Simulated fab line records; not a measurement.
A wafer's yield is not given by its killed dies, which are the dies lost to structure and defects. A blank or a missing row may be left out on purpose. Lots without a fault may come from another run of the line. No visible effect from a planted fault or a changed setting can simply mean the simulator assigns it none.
fab line records | flow n5-finfet
record lots=9 | wafers=27 | last-day=18
route steps=1938 shown GATE_CUT@498 MOL_CONTACT_COAG@517 BEOL_M4@1111
lots that met no fault: taken from a fault-free run of the same line
start-h: hours from the record's first day to the start of the lot's first wafer shown | wait-h: time in hours since the lot's previous step | " the same as in the row above | L1.1+2: one row covering several wafers at once | - either no value or no given start | * or withheld: withheld | < > ~ a bound
route shown NAME@n: names a module that has steps shown in the file, with the first one's number in the route | usual: mean and standard deviation over wafers with no fault | same: alike in all rows | chamber/n: place in a boat | sites: the reading at each site | _std_site: the standard deviation of these | _edge_site: outer sites' mean less inner sites' | radius-mm: for every site, how far away it sits from the centre of the wafer | mask NAME#n: copy n | behind: the most recent tool/chamber to have shaped the wafer | hold: reason for holding the lot/hours on hold/outcome of the hold | device: which transistor (n, p or np) failed to switch | end of line: the same wafers' tests at the end of the route | a step without rows: its recipe alone | killed: dies lost to structure and defects at the first sort, not the wafer's yield | map: dies across one wafer; x = killed, . = not, _ = none there
set.NAME: the run value of the setting; set.NAME@STEP: its run value at that earlier step | model.NAME: the simulator's own value behind a step, which no gauge read
a sample of lots followed through the steps of the route, with each step as a table and each wafer as a row
services: the hour from which a tool's chamber was out of use, counted from the record's first day as start-h (under 0 if before that day), plus the number of hours and why
## steps
# step N5_GATE_CUT_STRIP_42
# recipe chemistry=O2 | power-w=400 | temp-c=40 | pressure-mtorr=30 | rf-frequency-hz=6e+07 | bias-power-w=0 | overash-fraction=0.3 | o2-flow-sccm=225
# usual drypump-motor-current-A=5.7/0.4 | o2-flow-sccm=224.9/0.67 | oes-product-au=0.77/0.08 | rf-vpp-V=3.6/0.49 | showerhead-plenum-p-Torr=2.10/0.061 | throttle-valve-pct=16.76/0.24
# same bias-power-w=0
lot.wafer | tool        | chamber | start-h | wait-h | drypump-motor-current-A | o2-flow-sccm | oes-product-au | rf-hours-counter-h | rf-vpp-V | showerhead-plenum-p-Torr | throttle-valve-pct
L407.2    | rie-diel-06 | 2       | 89.75   | 0.0    | 5.9                     | 224.1        | 0.73           | 173                | 3.9      | 2.18                     | 16.74
L407.3    | "           | 0       | "       | "      | 5.7                     | 225.4        | 0.71           | 214                | 4.2      | 2.16                     | 16.56
L407.6    | "           | 0       | "       | "      | 5.7                     | 224.7        | 0.72           | -                  | 3.9      | 2.16                     | 16.56
L411.1    | rie-diel-06 | 0       | 108.26  | 0.0    | 5.7                     | 225.4        | 0.71           | 220                | 3.9      | 2.16                     | 16.59
L411.2    | "           | 1       | "       | "      | 5.7                     | 225.1        | 0.75           | 129                | 3.9      | 2.03                     | 16.88
L411.5    | "           | 0       | "       | "      | 5.7                     | 226.4        | 0.72           | -                  | 4.3      | 2.16                     | 16.58
L415.3    | rie-diel-04 | 2       | 131.04  | 0.0    | 6.5                     | 225.1        | 0.63           | 290                | 2.9      | 2.06                     | 17.28
L415.4    | "           | 2       | "       | "      | 6.5                     | 224.9        | 0.64           | -                  | 3.4      | 2.06                     | 17.29
L415.5    | "           | 1       | "       | "      | 5.9                     | 224.8        | 0.69           | -                  | 4.0      | 2.15                     | 16.76
L418.3    | rie-diel-05 | 0       | 152.24  | 0.0    | 6.0                     | 224.3        | 0.72           | 186                | 3.1      | 2.17                     | 17.06
L418.4    | "           | 1       | "       | "      | 5.5                     | 225.1        | 0.72           | 177                | 3.4      | 2.01                     | 16.82
L418.6    | "           | 1       | "       | "      | 5.5                     | 225.0        | 0.72           | -                  | 3.1      | 2.00                     | 16.82
L420.2    | rie-diel-06 | 2       | 161.08  | 0.0    | 5.9                     | 224.9        | 0.72           | 194                | 3.2      | 2.17                     | 16.76
L420.4    | "           | 1       | "       | "      | 5.8                     | 225.1        | 0.74           | 145                | 2.5      | 2.02                     | 16.89
L420.5    | "           | 1       | "       | "      | 5.8                     | 225.5        | 0.74           | -                  | 3.7      | 2.02                     | 16.89
L424.1    | rie-diel-04 | 0       | 188.19  | 0.0    | 5.6                     | 225.5        | 0.83           | 62                 | 3.7      | 2.05                     | 16.71
L424.4    | "           | 2       | "       | "      | 6.5                     | 226.5        | 0.98           | 4                  | 4.3      | 2.05                     | 16.74
L424.5    | "           | 3       | "       | "      | 5.1                     | 224.1        | 0.77           | -                  | 3.7      | 2.10                     | 16.93
L426.2    | rie-diel-05 | 1       | 198.73  | 0.0    | 5.5                     | 224.4        | 0.71           | 191                | 2.6      | 2.00                     | 16.84
L426.3    | "           | 0       | "       | "      | 6.0                     | 224.8        | 0.71           | 199                | 3.8      | 2.16                     | 17.10
L426.4    | "           | 2       | "       | "      | 5.1                     | 224.7        | 0.86           | 56                 | 3.3      | 2.12                     | 16.53
L428.2    | rie-diel-04 | 3       | 210.41  | 0.0    | 5.1                     | 224.5        | 0.77           | 152                | 3.3      | 2.09                     | 16.94
L428.4    | "           | 1       | "       | "      | 5.9                     | 224.7        | 0.67           | 241                | 3.7      | 2.14                     | 16.82
L428.6    | "           | 1       | "       | "      | 5.9                     | 224.9        | 0.68           | -                  | 3.4      | 2.14                     | 16.81
L430.1    | rie-diel-05 | 2       | 219.92  | 0.0    | 5.1                     | 225.4        | 0.86           | 63                 | 3.5      | 2.12                     | 16.53
L430.3    | "           | 0       | "       | "      | 6.0                     | 224.6        | 0.71           | 205                | 4.0      | 2.16                     | 17.10
L430.5    | "           | 3       | "       | "      | 5.6                     | 224.7        | 0.82           | -                  | 3.9      | 2.03                     | 16.45
# step N5_GATE_CUT_ETCH_47
# recipe chemistry=Cl2/BCl3 | target=SiO2 | target-depth-a=100 | pressure-mtorr=10 | icp-w=1000 | bias-w=126 | Cl2_flow_sccm=53.25 | bcl3-flow-sccm=21.75 | Ar_flow_sccm=25
# usual bias-w=126.0/0.34 | drypump-motor-current-A=5.6/0.51 | oes-product-au=0.75/0.11 | throttle-valve-pct=22.90/0.2
lot.wafer | tool         | chamber | start-h | wait-h | bias-w | drypump-motor-current-A | oes-product-au | rf-hours-counter-h | throttle-valve-pct
L407.2    | rie-metal-03 | 1       | 90.04   | 0.0    | 126.4  | 5.7                     | 0.82           | 26                 | 22.64
L407.3    | "            | 0       | "       | "      | 125.9  | 5.5                     | 0.87           | -                  | 22.91
L407.6    | "            | 1       | "       | "      | 125.7  | 5.7                     | 0.82           | -                  | 22.63
L411.1    | rie-metal-01 | 0       | 108.56  | 0.0    | 125.9  | 5.5                     | 0.60           | 139                | 23.26
L411.2    | "            | 1       | "       | "      | 126.8  | 6.2                     | 0.85           | 23                 | 23.04
L411.5    | "            | 0       | "       | "      | 126.6  | 5.5                     | 0.59           | -                  | 23.24
L415.3    | rie-metal-03 | 1       | 131.35  | 0.0    | 126.1  | 5.7                     | 0.80           | -                  | 22.64
L415.4    | "            | 0       | "       | "      | 126.3  | 5.6                     | 0.85           | -                  | 22.93
L415.5    | "            | 1       | "       | "      | 125.9  | 5.7                     | 0.81           | -                  | 22.64
L418.3    | rie-metal-03 | 1       | 152.54  | 0.0    | 126.2  | 5.7                     | 0.80           | -                  | 22.65
L418.4    | "            | 0       | "       | "      | 126.1  | 5.5                     | 0.85           | -                  | 22.93
L418.6    | "            | 0       | "       | "      | 125.4  | 5.5                     | 0.84           | -                  | 22.93
L420.2    | rie-metal-02 | 0       | 161.40  | 0.0    | 125.8  | 4.8                     | 0.64           | 103                | 22.62
L420.4    | "            | 0       | "       | "      | 126.2  | 4.8                     | 0.64           | -                  | 22.62
L420.5    | "            | 1       | "       | "      | 125.6  | 6.2                     | 0.65           | -                  | 23.04
L424.1    | rie-metal-01 | 0       | 188.49  | 0.0    | 125.7  | 5.5                     | 0.97           | 1                  | 22.94
L424.4    | "            | 1       | "       | "      | 126.5  | 6.2                     | 0.83           | -                  | 23.06
L424.5    | "            | 1       | "       | "      | 126.2  | 6.2                     | 0.83           | -                  | 23.05
L426.2    | rie-metal-03 | 0       | 199.03  | 0.0    | 126.0  | 5.5                     | 0.83           | 27                 | 22.94
L426.3    | "            | 1       | "       | "      | 126.0  | 5.7                     | 0.78           | -                  | 22.64
L426.4    | "            | 0       | "       | "      | 125.9  | 5.6                     | 0.83           | -                  | 22.93
L428.2    | rie-metal-02 | 1       | 210.71  | 0.0    | 125.5  | 6.2                     | 0.64           | 99                 | 23.05
L428.4    | "            | 1       | "       | "      | 125.9  | 6.2                     | 0.64           | -                  | 23.05
L428.6    | "            | 0       | "       | "      | 125.6  | 4.8                     | 0.64           | -                  | 22.64
L430.1    | rie-metal-01 | 1       | 220.22  | 0.0    | 125.9  | 6.2                     | 0.81           | 32                 | 23.05
L430.3    | "            | 1       | "       | "      | 126.2  | 6.2                     | 0.82           | -                  | 23.06
L430.5    | "            | 0       | "       | "      | 126.5  | 5.5                     | 0.92           | -                  | 22.92
# step N5_MOL_CONTACT_COAG_COAT_103
# recipe resist=SOC | temp-c=250 | time-s=60 | spin-rpm=1500 | resist-thk-nm=80
# usual exhaust-pa=45.2/0.93 | spin-speed-rpm=1500.1/1.2
lot.wafer | tool           | chamber | start-h | wait-h | exhaust-pa | spin-speed-rpm
L407.2    | litho-track-02 | 0       | 92.90   | 0.0    | 44.4       | 1501.1
L407.3    | "              | 0       | "       | "      | 45.2       | 1500.0
L407.6    | "              | 0       | "       | "      | 45.2       | 1499.3
L411.1    | litho-track-02 | 0       | 112.15  | 0.0    | 43.8       | 1500.1
L411.2    | "              | 0       | "       | "      | 43.6       | 1500.1
L411.5    | "              | 0       | "       | "      | 43.4       | 1499.6
L415.3    | litho-track-03 | 0       | 134.34  | 0.0    | 45.7       | 1500.7
L415.4    | "              | 0       | "       | "      | 45.3       | 1500.4
L415.5    | "              | 0       | "       | "      | 46.2       | 1501.2
L418.3    | litho-track-02 | 0       | 160.54  | 0.0    | 44.7       | 1499.8
L418.4    | "              | 0       | "       | "      | 44.8       | 1500.8
L418.6    | "              | 0       | "       | "      | 44.3       | 1500.1
L420.2    | litho-track-03 | 0       | 164.27  | 0.0    | 46.4       | 1497.2
L420.4    | "              | 0       | "       | "      | 46.5       | 1499.2
L420.5    | "              | 0       | "       | "      | 46.4       | 1501.4
L424.1    | litho-track-02 | 0       | 191.47  | 0.0    | 45.2       | 1659.6
L424.4    | "              | 0       | "       | "      | 46.1       | 1660.2
L424.5    | "              | 0       | "       | "      | 45.7       | 1660.9
L426.2    | litho-track-02 | 0       | 201.88  | 0.0    | 46.4       | 1661.2
L426.3    | "              | 0       | "       | "      | 44.7       | 1661.7
L426.4    | "              | 0       | "       | "      | 47.2       | 1662.2
L428.2    | litho-track-04 | 0       | 213.56  | 0.0    | 44.3       | 1500.8
L428.4    | "              | 0       | "       | "      | 44.6       | 1500.4
L428.6    | "              | 0       | "       | "      | 44.5       | 1500.1
L430.1    | litho-track-03 | 0       | 223.07  | 0.0    | 45.7       | 1499.3
L430.3    | "              | 0       | "       | "      | 46.0       | 1503.1
L430.5    | "              | 0       | "       | "      | 45.5       | 1501.1
# step N5_MOL_CONTACT_COAG_INSPECT_10
# recipe mode=adi | inspect-instrument=brightfield
# usual raw-defect-count=70/28
lot.wafer | tool              | chamber | start-h | wait-h | raw-defect-count
L407.2    | defect-inspect-01 | -       | 93.26   | 0.0    | 32
L407.3    | "                 | -       | "       | "      | 50
L407.6    | "                 | -       | "       | "      | 77
L411.1    | defect-inspect-01 | -       | 112.50  | 0.1    | 53
L411.2    | "                 | -       | "       | "      | 66
L411.5    | "                 | -       | "       | "      | 82
L415.3    | defect-inspect-01 | -       | 134.70  | 0.0    | 65
L415.4    | "                 | -       | "       | "      | 51
L415.5    | "                 | -       | "       | "      | 39
L418.3    | defect-inspect-02 | -       | 160.90  | 0.0    | 58
L418.4    | "                 | -       | "       | "      | 62
L418.6    | "                 | -       | "       | "      | 18
L420.2    | defect-inspect-02 | -       | 164.63  | 0.1    | 44
L420.4    | "                 | -       | "       | "      | 33
L420.5    | "                 | -       | "       | "      | 34
L424.1    | defect-inspect-01 | -       | 191.85  | 0.1    | 78
L424.4    | "                 | -       | "       | "      | 109
L424.5    | "                 | -       | "       | "      | 62
L426.2    | defect-inspect-01 | -       | 202.23  | 0.0    | 49
L426.3    | "                 | -       | "       | "      | 38
L426.4    | "                 | -       | "       | "      | 32
L428.2    | defect-inspect-02 | -       | 213.92  | 0.0    | 68
L428.4    | "                 | -       | "       | "      | 36
L428.6    | "                 | -       | "       | "      | 54
L430.1    | defect-inspect-01 | -       | 223.42  | 0.1    | 106
L430.3    | "                 | -       | "       | "      | 46
L430.5    | "                 | -       | "       | "      | 61
# step N5_BEOL_M4_RC_MEAS_101
# usual DIBL_N=36.4/1.2 | DIBL_P=36.1/1.6 | IOFF_N=0.156/0.024 | IOFF_P=0.21/0.031 | ION_N=674/11 | ION_P=463/6.9 | SS_N=71.5/0.5 | SS_P=73.2/0.55 | VT_N=250.0/2.9 | VT_P=-250/3.6
lot.wafer | tool      | chamber | start-h | wait-h | DIBL_N[mV/V] | DIBL_P[mV/V] | IOFF_N[nA/um] | IOFF_P[nA/um] | ION_N[uA/um] | ION_P[uA/um] | SS_N[mV/dec] | SS_P[mV/dec] | VT_N[mV] | VT_P[mV]
L407.2    | prober-02 | 0       | 166.60  | 0.2    | 37.7         | 38.4         | 0.178         | 0.22          | 671          | 462          | 72.2         | 73.5         | 250.2    | -250
L407.3    | "         | 0       | "       | "      | 35.5         | 36.8         | 0.155         | 0.20          | 675          | 464          | 71.2         | 72.9         | 251.4    | -251
L407.6    | "         | 0       | "       | "      | 36.2         | 37.6         | 0.157         | 0.20          | 679          | 464          | 70.8         | 72.7         | 250.2    | -252
L411.1    | prober-02 | 0       | 189.00  | 0.0    | 37.3         | 39.6         | 0.204         | 0.26          | 698          | 473          | 72.3         | 73.9         | 245.0    | -250
L411.2    | "         | 0       | "       | "      | 35.2         | 37.1         | 0.160         | 0.22          | 669          | 459          | 71.4         | 73.7         | 249.5    | -248
L411.5    | "         | 0       | "       | "      | 36.6         | 38.4         | 0.183         | 0.24          | 676          | 461          | 71.8         | 73.5         | 247.5    | -250
L415.3    | prober-02 | 0       | 203.22  | 0.3    | 38.4         | 38.1         | 0.182         | 0.22          | 684          | 467          | 71.4         | 73.2         | 248.8    | -250
L415.4    | "         | 0       | "       | "      | 37.3         | 38.3         | 0.173         | 0.21          | 677          | 461          | 72.0         | 72.5         | 247.9    | -248
L415.5    | "         | 0       | "       | "      | 37.4         | 37.4         | 0.163         | 0.19          | 683          | 466          | 71.9         | 73.1         | 249.7    | -249
L418.3    | prober-02 | 0       | 232.71  | 0.3    | 38.7         | 38.0         | 0.181         | 0.25          | 671          | 464          | 72.1         | 73.0         | 245.3    | -246
L418.4    | "         | 0       | "       | "      | 38.5         | 38.2         | 0.185         | 0.25          | 683          | 468          | 72.3         | 73.4         | 245.3    | -249
L418.6    | "         | 0       | "       | "      | 40.6         | 41.5         | 0.236         | 0.31          | 696          | 477          | 72.6         | 73.8         | 245.4    | -242
L420.2    | prober-01 | 0       | 242.19  | 0.2    | 37.0         | 35.7         | 0.143         | 0.17          | 665          | 455          | 72.0         | 73.3         | 250.7    | -259
L420.4    | "         | 0       | "       | "      | 37.7         | 36.9         | 0.156         | 0.18          | 684          | 458          | 72.1         | 73.2         | 249.1    | -258
L420.5    | "         | 0       | "       | "      | 36.5         | 35.4         | 0.135         | 0.16          | 667          | 454          | 71.4         | 73.1         | 252.3    | -259
L424.1    | prober-01 | 0       | 257.99  | 0.0    | 35.7         | 34.8         | 0.138         | 0.19          | 668          | 461          | 70.4         | 73.1         | 249.6    | -249
L424.4    | "         | 0       | "       | "      | 35.9         | 35.4         | 0.143         | 0.21          | 668          | 461          | 71.3         | 72.7         | 248.5    | -250
L424.5    | "         | 0       | "       | "      | 36.2         | 35.9         | 0.145         | 0.21          | 669          | 466          | 71.4         | 72.7         | 249.6    | -248
L426.2    | prober-01 | 0       | 276.94  | 0.2    | 37.7         | 36.7         | 0.175         | 0.25          | 679          | 467          | 71.8         | 73.3         | 247.2    | -247
L426.3    | "         | 0       | "       | "      | 37.7         | 37.1         | 0.186         | 0.26          | 688          | 470          | 71.7         | 74.1         | 247.7    | -247
L426.4    | "         | 0       | "       | "      | 36.4         | 34.8         | 0.149         | 0.22          | 661          | 463          | 71.0         | 73.3         | 250.1    | -248
L428.2    | prober-02 | 0       | 300.99  | 0.2    | 37.2         | 36.8         | 0.152         | 0.20          | 674          | 464          | 71.7         | 72.6         | 251.9    | -254
L428.4    | "         | 0       | "       | "      | 35.7         | 34.9         | 0.127         | 0.18          | 669          | 462          | 71.3         | 72.5         | 253.1    | -254
L428.6    | "         | 0       | "       | "      | 36.0         | 34.9         | 0.134         | 0.18          | 681          | 464          | 71.2         | 72.6         | 253.8    | -255
L430.1    | prober-01 | 0       | 314.74  | 0.0    | 35.8         | 35.8         | 0.156         | 0.19          | 678          | 464          | 71.4         | 73.8         | 248.1    | -253
L430.3    | "         | 0       | "       | "      | 35.0         | 34.4         | 0.141         | 0.17          | 674          | 452          | 72.0         | 73.3         | 251.6    | -255
L430.5    | "         | 0       | "       | "      | 35.1         | 34.8         | 0.140         | 0.17          | 681          | 464          | 71.5         | 72.8         | 248.5    | -254
## services
tool         | chamber | start-h | hours | kind
rie-diel-06  | 3       | 81.36   | 10.5  | repair
rie-diel-04  | 0       | 85.45   | 2.4   | repair
rie-diel-05  | 0       | 105.22  | 2.4   | repair
rie-metal-01 | 0       | 148.50  | -     | clean
rie-metal-01 | 0       | 148.50  | 19.5  | scheduled-down
rie-metal-01 | 0       | 148.50  | 19.5  | vent-cycle
rie-diel-05  | 0       | 149.24  | 2.4   | repair
rie-diel-04  | 0       | 150.26  | 5.2   | repair
rie-diel-04  | 2       | 155.76  | -     | clean
rie-diel-04  | 2       | 155.76  | -     | consumable-replace:esc
rie-diel-04  | 2       | 155.76  | -     | consumable-replace:focus-ring
rie-diel-04  | 2       | 155.76  | 18.5  | scheduled-down
rie-diel-04  | 2       | 155.76  | 18.5  | vent-cycle
rie-diel-06  | 1       | 175.19  | 8.7   | repair
rie-diel-06  | 0       | 208.32  | -     | clean
rie-diel-06  | 0       | 208.32  | -     | consumable-replace:focus-ring
rie-diel-06  | 0       | 208.32  | 17.7  | scheduled-down
rie-diel-06  | 0       | 208.32  | 17.7  | vent-cycle
rie-metal-03 | -       | 208.83  | 0.7   | repair
## key
first-sign step=N5_MOL_CONTACT_COAG_COAT_103 | reading=spin-speed-rpm | direction=up | sigmas=99+ | usual=* | struck=*
effect none on later readings
met-at N5_MOL_CONTACT_COAG_COAT_103
struck-lots L424,L426
not-acting-at N5_GATE_CUT_STRIP_42,N5_GATE_CUT_ETCH_47,N5_MOL_CONTACT_COAG_INSPECT_10
onset-between 160.54 191.47
fault kind=process-parameter-drift | tool=litho-track-02 | chamber=- | onset-h=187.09 | steps=N5_MOL_CONTACT_COAG_COAT_103 | channel=spin-rpm | offset=* | shape=step | end-h=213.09 | acts-in=* | stated=*
